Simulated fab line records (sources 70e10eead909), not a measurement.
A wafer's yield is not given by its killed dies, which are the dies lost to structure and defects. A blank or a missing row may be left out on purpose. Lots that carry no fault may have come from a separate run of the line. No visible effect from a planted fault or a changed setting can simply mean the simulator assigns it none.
The tool behind it: which one? :: flow nand harc :: 6 lots, 18 wafers sampled, at 3 steps of a route of 1302

## WHAT THE GAUGES SHOWED, per wafer
NHARC_A_CHANNEL_HOLE_D2_CD_MEAS_31.
lot: L194
measured: day 14 08:13
on: cd sem-01
cd nm (nm): 91.6 89.2 87.3

lot: L197
measured: day 15 17:51
on: cd sem-02
cd nm (nm): 92.8 88.9 89.7

lot: L202
measured: day 17 17:02
on: cd sem-01
cd nm (nm): 89.8 91.0 85.5

lot: L209
measured: day 20 00:12
on: cd sem-03
cd nm (nm): 88.3 90.4 88.1

lot: L210
measured: day 21 03:41
on: cd sem-03
cd nm (nm): 89.6 91.6 89.7

lot: L213
measured: day 22 09:08
on: cd sem-02
cd nm (nm): 91.9 89.5 87.8

## EACH LOT AND THE TOOL THAT RAN IT (in order: tool; ch and the chambers of the sampled wafers; start)
lot: L194
NHARC_A_CHANNEL_HOLE_D2_ETCH_23: har etch-01 ch 0,1, day 14 04:14
NHARC_A_CHANNEL_HOLE_D2_ETCH_25: har etch-01 ch 0,1, day 14 05:44

lot: L197
NHARC_A_CHANNEL_HOLE_D2_ETCH_23: har etch-02 ch 0,1, day 15 13:46
NHARC_A_CHANNEL_HOLE_D2_ETCH_25: har etch-02 ch 0,1, day 15 15:14

lot: L202
NHARC_A_CHANNEL_HOLE_D2_ETCH_23: har etch-01 ch 0,1, day 17 13:03
NHARC_A_CHANNEL_HOLE_D2_ETCH_25: har etch-01 ch 0,1, day 17 14:33

lot: L209
NHARC_A_CHANNEL_HOLE_D2_ETCH_23: har etch-02 ch 0,1, day 19 20:29
NHARC_A_CHANNEL_HOLE_D2_ETCH_25: har etch-02 ch 0,1, day 19 22:01

lot: L210
NHARC_A_CHANNEL_HOLE_D2_ETCH_23: har etch-01 ch 0,1, day 20 23:36
NHARC_A_CHANNEL_HOLE_D2_ETCH_25: har etch-01 ch 0,1, day 21 01:04

lot: L213
NHARC_A_CHANNEL_HOLE_D2_ETCH_23: har etch-01 ch 0,1, day 22 05:10
NHARC_A_CHANNEL_HOLE_D2_ETCH_25: har etch-01 ch 0,1, day 22 06:40
- NHARC_A_CHANNEL_HOLE_D2_ETCH_23: etches the open film in C4F8/O2/Ar, time 819 s, target depth 1600 nm.
- NHARC_A_CHANNEL_HOLE_D2_ETCH_25: etches the open film in C4F8/O2/Ar, time 1040.2 s, target depth 1500 nm.

## THE ANSWER, worked out from the rows above alone
Rule: the usual values come from the lots themselves. The widest of any qualifying gaps counts: lots, ordered by their means at a reading, are off when they make up no more than a third of the lots, leave a main group of 4 or more, and stand apart from it by 3 or more times the standard deviation of that group's means. A main group whose means are all the same, to the digits that the tables above print for the reading, isn't used. Also off: a lot with no number at a reading for which 4 or more lots have one. Any other lot the step has rows for is counted as sound.
Nothing can be told from this: no lot is off at any reading shown.

## WHAT THE SIMULATOR PUT IN
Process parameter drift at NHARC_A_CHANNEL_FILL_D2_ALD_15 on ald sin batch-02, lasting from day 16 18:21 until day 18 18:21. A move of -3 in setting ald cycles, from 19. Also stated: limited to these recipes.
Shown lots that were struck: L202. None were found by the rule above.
